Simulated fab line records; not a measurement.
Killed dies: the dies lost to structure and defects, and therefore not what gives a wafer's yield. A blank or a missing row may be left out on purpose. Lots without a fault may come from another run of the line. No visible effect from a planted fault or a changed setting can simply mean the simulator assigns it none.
Split-lot experiment + flow n5_finfet + 21 wafers read across 7 lots, on a route 1938 steps long

== THE SPLIT ITSELF ==
At N5_HKMG_FIN_COAT_06 (resist thk 90 nm), the setting spin_rpm was moved away from the recipe's 1500 rpm on 3 of the 21 wafers read, by -9.7% to +3.9%. This setting was run at the recipe's value on the other wafers.

== FROM THE SPLIT TO THE READING: what the file shows between them, 5 steps ==
- N5_HKMG_FIN_EBR_08
- N5_HKMG_FIN_SOFTBAKE_07: time 60 s
- N5_HKMG_FIN_EXPOSE_09: exposes mask NWFM
- N5_HKMG_FIN_PEB_10: peb time 60 s
- N5_HKMG_FIN_DEVELOP_11: develop time 30 s

== THE READING ==
CAR-ArF_of_HKMG_FIN_COAT_06.thk_nm (the simulator's own value, which no gauge read), in nm, at N5_HKMG_FIN_DESCUM_17 (chemistry O2, time 7.9 s). The file does not state a usual value for it. Here, 18 wafers ran the recipe; their average is 83.6 nm with a standard deviation of 0.42 nm.

| wafer  | tool, chamber at the split | spin_rpm as run, rpm | against the recipe | CAR-ArF_of_HKMG_FIN_COAT_06.thk_nm, nm | against lot-mates on the recipe |
|--------|----------------------------|----------------------|--------------------|----------------------------------------|---------------------------------|
| L076.1 | litho_track-04, 0          | 1500                 | recipe             | 84.4                                   | -                               |
| L076.2 | litho_track-04, 0          | 1500                 | recipe             | 84.4                                   | -                               |
| L076.5 | litho_track-04, 0          | 1500                 | recipe             | 83.4                                   | -                               |
| L077.4 | litho_track-04, 0          | 1500                 | recipe             | 84.2                                   | -                               |
| L077.5 | litho_track-04, 0          | 1500                 | recipe             | 83.4                                   | -                               |
| L077.6 | litho_track-04, 0          | 1500                 | recipe             | 83.6                                   | -                               |
| L082.1 | litho_track-04, 0          | 1500                 | recipe             | 83.8                                   | -                               |
| L082.5 | litho_track-04, 0          | 1500                 | recipe             | 83.8                                   | -                               |
| L082.2 | litho_track-04, 0          | 1500                 | recipe             | 83.2                                   | -                               |
| L084.2 | litho_track-02, 0          | 1500                 | recipe             | 83.4                                   | -                               |
| L084.5 | litho_track-02, 0          | 1500                 | recipe             | 83.4                                   | -                               |
| L084.6 | litho_track-02, 0          | 1500                 | recipe             | 83.4                                   | -                               |
| L089.1 | litho_track-04, 0          | 1500                 | recipe             | 83.4                                   | -                               |
| L089.4 | litho_track-04, 0          | 1500                 | recipe             | 83.4                                   | -                               |
| L089.6 | litho_track-04, 0          | 1500                 | recipe             | 83.6                                   | -                               |
| L093.2 | litho_track-01, 0          | 1558                 | +3.9%              | 82.6                                   | -1.6                            |
| L093.4 | litho_track-01, 0          | 1558                 | +3.9%              | 82.2                                   | -2.0                            |
| L093.5 | litho_track-01, 0          | 1500                 | recipe             | 84.2                                   | -                               |
| L094.1 | litho_track-02, 0          | 1355                 | -9.7%              | 87.4                                   | +4.3                            |
| L094.2 | litho_track-02, 0          | 1500                 | recipe             | 83.4                                   | -                               |
| L094.4 | litho_track-02, 0          | 1500                 | recipe             | 82.8                                   | -                               |

THE FIT
A straight line over all 21 wafers: CAR-ArF_of_HKMG_FIN_COAT_06.thk_nm changes by -0.372 nm for each +1% of spin_rpm; r = -0.91; the points scatter about the line by 0.42 nm.
The same after taking each lot's own level away (the mean of its wafers on the recipe; 21 wafers): -0.45 nm for each +1%; r = -0.97; scatter 0.29 nm.
On that fit, the largest move of spin_rpm shifts the reading by 4.3 nm.
From 83.10 to 84.20 nm: that is the span of the lots' own levels, equal to 2.6 times the standard deviation above.
So the lot-to-lot level changes the slope: the two fits differ.
Check: for one of the wafers moved furthest among these (-9.7%), held out of the fit, the line's prediction against its lot-mates is +4.5 nm. It came out at +4.3 nm against them.

== OTHER SPLITS APPLIED TO THESE WAFERS ==
Before the reading, these wafers also passed through other splits. Each is held against what the fit with the lots' levels taken away leaves over:
| other split on the same wafers | wafers away from the commonest value | r with CAR-ArF_of_HKMG_FIN_COAT_06.thk_nm (lot level and that fit taken away) |
|--------------------------------|--------------------------------------|-------------------------------------------------------------------------------|
| N5_SDB_COAT_05 spin_rpm        | 5                                    | -0.37                                                                         |
| N5_HKMG_FIN_COAT_43 spin_rpm   | 6                                    | -0.27                                                                         |
| N5_HKMG_FIN_PEB_47 peb_time_s  | 6                                    | +0.26                                                                         |

== THE WHOLE CHAIN: every reading that the file lists as answering this split, in the file's order ==
| step                   | what it does             | reading                                                                             | change (the file's fit)               | r (the file's) |
|------------------------|--------------------------|-------------------------------------------------------------------------------------|---------------------------------------|----------------|
| N5_HKMG_FIN_COAT_06    | resist thk 90 nm         | CAR-ArF_of_HKMG_FIN_COAT_06.thk_nm (the simulator's own value, which no gauge read) | -0.482 nm for each +1% of the setting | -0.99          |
| N5_HKMG_FIN_DEVELOP_11 | develop time 30 s        | CAR-ArF_of_HKMG_FIN_COAT_06.thk_nm (the simulator's own value, which no gauge read) | -0.469 nm for each +1% of the setting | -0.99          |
| N5_HKMG_FIN_DESCUM_17  | chemistry O2, time 7.9 s | CAR-ArF_of_HKMG_FIN_COAT_06.thk_nm (the simulator's own value, which no gauge read) | -0.448 nm for each +1% of the setting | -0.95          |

== THE FILE'S OWN FIT ==
CAR-ArF_of_HKMG_FIN_COAT_06.thk_nm changes by -0.448 nm for each +1% of spin_rpm, r = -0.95.
